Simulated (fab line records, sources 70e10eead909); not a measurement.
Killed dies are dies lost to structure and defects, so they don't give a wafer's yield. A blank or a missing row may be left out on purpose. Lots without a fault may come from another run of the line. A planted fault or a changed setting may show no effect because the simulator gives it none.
Chamber matching | flow nand_harc | NHARC_P_ZERO_WELL_ETCH_63 on rie_si-02: 4 sister chambers
The step etches the open film in HBr/Cl2, target depth 120 nm, time 40.1 s. 4 wafers are shown with their chamber, then 7 later ones without.

WAFERS WITH THEIR CHAMBER
wafer  | chamber | he_backside_leak_sccm (sccm)
L983.1 | 0       | 2.45
L985.5 | 3       | 2.91
L996.1 | 2       | 2.58
L996.2 | 1       | 2.35

WAFERS WITHOUT THEIR CHAMBER
wafer  | he_backside_leak_sccm (sccm)
L996.6 | 2.81
L997.1 | 2.39
L997.5 | 2.42
L997.6 | 2.38
L105.1 | 2.31
L105.3 | 3.09
L105.4 | 2.43

WHICH CHAMBER EACH WENT THROUGH
wafer  | from the rows above          | in truth
L996.6 | can't be placed: 3 or 2      | 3
L997.1 | can't be placed: 1 or 0 or 2 | 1
L997.5 | can't be placed: 0 or 1 or 2 | 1
L997.6 | can't be placed: 1 or 0      | 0
L105.1 | can't be placed: 1 or 0      | 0
L105.3 | 3                            | 3
L105.4 | can't be placed: 0 or 1 or 2 | 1
Placed correctly: 1 of 7. Can't be placed from these rows: 6 (the true chamber is among the candidates in 6). Placed wrongly: 0.
How it was worked out, from the rows above alone: a wafer's distance from a chamber is the root of the sum, over the readings, of the square of ((its reading less the chamber's mean) divided by the reading's scatter). The wafer belongs to the nearest chamber; if the next one is less than 2 further off, it can't be placed. A chamber's mean is the mean of its shown wafers. The scatter: with one shown wafer a chamber, the root of the mean of the squares of how far each hidden wafer lies from its nearest shown one.
